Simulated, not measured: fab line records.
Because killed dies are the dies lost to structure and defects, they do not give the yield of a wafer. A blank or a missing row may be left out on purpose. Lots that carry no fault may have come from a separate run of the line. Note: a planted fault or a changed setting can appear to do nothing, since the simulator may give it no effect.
Comparing a struck lot with a sound one | flow nandHarc | 14 steps out of a route of 1159
Sound: wafers L694.1, L694.3, L694.5. Struck: wafers L689.1, L689.2, L689.5. The cause comes at the end.
Per side, at each step with rows, come the tool, then ch with its chambers, and then its first start. Under that, the readings that differ: sound wafers | struck wafers | difference of the means | sigmas: that difference in standard deviations of wafers without a fault.
alike: a reading whose means differ by less than 2 such deviations, as well as words and numbers matching on both sides. not compared: withheld readings; readings where some wafer has no value; bounds like >300 that might hide an equal value; numbers whose values overlap and for which the record gives no deviation.
A row with sigmas, a row that says differs or no value, or rows on one side alone: a step with any of these is where the two part. When numbers do not overlap yet have no deviation, they are printed without sigmas and do not part them. A reading missing from all wafers of one side parts the sides only when that side holds two or more wafers.

NHARC_A_M1_PRE_CLEAN_32: time 12 s.
  sound on pecvd-04 ch 1,2, day 22 07:59; struck on pecvd-04 ch 0,1, day 22 08:42
  alike: heaterPowerW, rfFwdPowerW
NHARC_A_M1_DEP_33: deposits SiCN, target thk 30 nm.
  sound on pecvd-04 ch 1,2, day 22 08:04; struck on pecvd-04 ch 0,1, day 22 08:47
  alike: chamberPressureTorr, heaterPowerW, rfFwdPowerW
NHARC_A_BONDPAD_DEP_00: deposits SiCN, target thk 250 nm.
  sound on pecvd-01 ch 1,2, day 22 08:40; struck on pecvd-04 ch 0,1,2
  alike: chamberPressureTorr, heaterPowerW, rfFwdPowerW
NHARC_A_BONDPAD_CMP_29: polishes SiCN, target thk 200 nm.
  sound on cmp-01 ch 0,1, day 22 09:01; struck on cmp-04 ch 1,2,3, day 22 09:47
  alike: edgeZonePressureFrac, motorCurrentA, slurryFilterDpKPa
NHARC_A_BONDPAD_THK_MEAS_30: measures by ellipsometry.
  struck on filmMetro-01, day 22 09:59; sound on filmMetro-01, day 22 09:16
  alike: thkNm
then, 7 steps without rows for these wafers: NHARC_A_BONDPAD_SRD_31; NHARC_A_BONDPAD_DEHYDRATE_01 (time 120 s); NHARC_A_BONDPAD_HMDS_02 (time 30 s); NHARC_A_BONDPAD_COAT_33 (time 65 s); NHARC_A_BONDPAD_COAT_03 (resist thk 600 nm); NHARC_A_BONDPAD_SOFTBAKE_04 (time 70 s); NHARC_A_BONDPAD_EBR_05.
NHARC_A_BONDPAD_EXPOSE_06: exposes mask A BPAD.
  sound on krfScanner-01 ch 0, day 22 09:34; struck on krfScanner-04, day 22 10:25
  no value came back on the struck wafers for exposureDoseMJCm2, focusOffsetNm (nm); on the sound wafers exposureDoseMJCm2 reads 37.01 36.99 37.04
  alike: mask
then, 1 step without rows for these wafers: NHARC_A_BONDPAD_PEB_07 (peb time 80 s).

WHERE THEY PART
NHARC_A_BONDPAD_EXPOSE_06 only, going by this record.

WHY: what had been put in by the simulator
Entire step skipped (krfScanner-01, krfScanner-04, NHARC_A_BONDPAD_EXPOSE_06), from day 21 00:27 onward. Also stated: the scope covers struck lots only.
